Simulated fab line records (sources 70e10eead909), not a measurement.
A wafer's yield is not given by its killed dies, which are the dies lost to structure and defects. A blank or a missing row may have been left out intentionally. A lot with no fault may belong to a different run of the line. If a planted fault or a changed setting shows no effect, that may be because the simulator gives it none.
Problem report in the 8D (eight disciplines) form, filled by code :: flow nandHarc :: the parts of the form that need people (team, actions taken, sign-off) are left out

== 1. THE ISSUE ==
At NHARC_A_SOURCE_PLATE_INSPECT_08, rawDefectCount averages 1153 over 9 wafers from 3 lots, while fault-free wafers read 57, standard deviation 20. Relative to the usual mean, that is a shift of +55 standard deviations.
Seen first at day 12 05:52 on defectInspect-01, wafer L614.1. Wafers with a number at this step in the record: 42, from 14 lots. Rule for "out", or "out of limits": more than 4 standard deviations from the usual mean. All remaining wafers that have a number are taken as sound.

== 2. WHAT IT IS AND WHAT IT IS NOT ==
question: which readings at this step
is: rawDefectCount
is not: -

question: which lots
is: L614, L615, L616
is not: L605, L606, L607, L608, L609, L611, L613, L617, L622, L625, L626

question: which wafers of those lots
is: all that have a number
is not: -

question: read on which gauges
is: defectInspect-01, defectInspect-02
is not: -

question: when
is: from day 12 05:52
is not: up to then (21 sound wafers); but 12 sound wafers of L617, L622, L625, L626 came after

== 3. THE SUSPECTS, EACH WITH WHAT RULES IT OUT ==
Counting: a tool stays on the suspect list if, at a process step up to the reading, it processed all lots that are out and no sound lot following the first of them.
- the gauge at NHARC_A_SOURCE_PLATE_INSPECT_08: ruled out. Those wafers that are out were read across 2 gauges (defectInspect-01, defectInspect-02).
- furnace-08 at NHARC_A_SOURCE_PLATE_OXIDE_02 (material SiO2, target thk 10 nm, ox time 1362 s): kept. All lots that are out passed through it, beginning with L614 at day 11 12:40, and no sound lot followed; its final sound lot before that point was L611 at day 10 03:20.
The count leaves furnace-08 at NHARC_A_SOURCE_PLATE_OXIDE_02.

== 4. THE CAUSE (what the simulator had put in) ==
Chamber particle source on furnace-08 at NHARC_A_SOURCE_PLATE_OXIDE_02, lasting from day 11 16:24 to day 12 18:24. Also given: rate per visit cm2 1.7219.
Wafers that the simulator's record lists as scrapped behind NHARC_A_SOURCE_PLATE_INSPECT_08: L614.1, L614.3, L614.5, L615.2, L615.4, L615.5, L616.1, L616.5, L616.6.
After counting, this tool was the only one left.

== 5. THE CHAIN OF EFFECTS, in route order ==
One row per reading whose mean, taken over the struck wafers that have a number, lies over 3 standard deviations from the usual. Scope: only readings with a usual standard deviation given in the record; hours: median across lots of the time from each lot's start at the first step in this table that gives one to its start at this step; sigmas: change in usual standard deviations.
hours: 0
step: NHARC_A_SOURCE_PLATE_INSPECT_08
reading: rawDefectCount
usual: 57
on struck wafers: 1153
change: +1096
sigmas: +55

== 6. HOW IT WOULD HAVE BEEN CAUGHT EARLIER ==
In this record the first reading out of limits at a measuring or inspecting step was taken at day 12 05:52, 13 hours after the fault began at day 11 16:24.
Tool readings at NHARC_A_SOURCE_PLATE_OXIDE_02 with a usual standard deviation given in the record: none out on any struck wafer, hence no alarm at a limit of 4 standard deviations on them.
By day 12 05:52 the whole set of lots that are out, 3 in number, had already begun NHARC_A_SOURCE_PLATE_OXIDE_02 on furnace-08. Tool hold at that time: it would have spared none of them.
